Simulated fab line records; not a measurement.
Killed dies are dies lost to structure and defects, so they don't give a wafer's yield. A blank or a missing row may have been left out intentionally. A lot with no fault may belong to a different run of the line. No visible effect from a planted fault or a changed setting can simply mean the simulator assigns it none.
Code-filled problem report in 8D (eight disciplines) form / flow n5_finfet / the parts of the form that need people (team, actions taken, sign-off) are left out

== 1. WHAT WENT WRONG ==
At N5_DUMMY_GATE_ETCH_23, oes_product_au averages 1.334 a.u. over 5 wafers from 3 lots, while fault-free wafers read 1.004 a.u., standard deviation 0.019. That puts it +17 standard deviations away from the usual mean.
The step: etches poly-Si in HBr/Cl2/O2, target depth 41 nm, time 22.3 s.
First observed at day 5 05:30: wafer L982.1, on rie_si-05. Wafers with a number at this step in the record: 28, from 10 lots. Rule for "out" (also "out of limits"): further than 4 standard deviations from the usual mean. All remaining wafers that have a number are taken as sound.

== 2. WHAT IT IS, WHAT IT ISN'T ==
question=which readings at this step | is=oes_product_au | is not=drypump_motor_current_A, mfc_cl2_sccm, throttle_valve_pct
question=which lots | is=L982, L983, L985 | is not=L974, L979, L981, L992, L994, L995, L996
question=which wafers of those lots | is=L982.1, L983.1, L983.4, L985.1, L985.4 | is not=L982.2, L983.2
question=read on which tools | is=rie_si-05 | is not=rie_si-02, rie_si-06
question=when | is=from day 5 05:30 | is not=up to then (10 sound wafers); but 13 sound wafers of L983, L992, L994, L995, L996 came after

== 3. SUSPECTS, AND WHAT RULES EACH OUT ==
Counting: if a tool at a process step up to the reading ran every lot that is out, it stays a suspect. Sound lots after the first of them don't rule it out here, since some wafers of a struck lot are sound.
- rie_si-05 at N5_DUMMY_GATE_ETCH_23 (etches poly-Si in HBr/Cl2/O2, target depth 41 nm, time 22.3 s): kept. Ran every lot that is out, first one L982 (day 5 05:30); last sound lot up to then L981 (day 4 22:02). Its own readings are out on those wafers: oes_product_au.
The count leaves rie_si-05 at N5_DUMMY_GATE_ETCH_23.

== 4. THE CAUSE (what the simulator had put in) ==
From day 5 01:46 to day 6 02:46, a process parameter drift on rie_si-05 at N5_DUMMY_GATE_ETCH_23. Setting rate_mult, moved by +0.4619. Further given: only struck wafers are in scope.
The count eliminated every tool but this one.

== 5. THE CHAIN OF EFFECTS, in route order ==
Each row: a reading whose mean over the struck wafers that have a number lies more than 3 standard deviations from the usual. Readings are gone through only where the record gives a usual standard deviation; hours: the median, over the lots, of the time from a lot's start at the first step in this table giving one to that lot's start at this step; sigmas: the change measured in usual standard deviations.
hours=0; step=N5_DUMMY_GATE_ETCH_23; reading=oes_product_au; usual=1.004 a.u.; on struck wafers=1.334; change=+0.330; sigmas=+17
The process steps in it:
- N5_DUMMY_GATE_ETCH_23: etches poly-Si in HBr/Cl2/O2, target depth 41 nm, time 22.3 s.
Later measuring or inspecting steps at which every struck wafer that the step has a row for has a number for every such reading, and none has moved that far: N5_BEOL_M4_RC_MEAS_101.

== 6. HOW IT WOULD HAVE BEEN CAUGHT EARLIER ==
First out-of-limits reading in this record: day 5 05:30, which is 4 hours after fault onset at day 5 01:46.
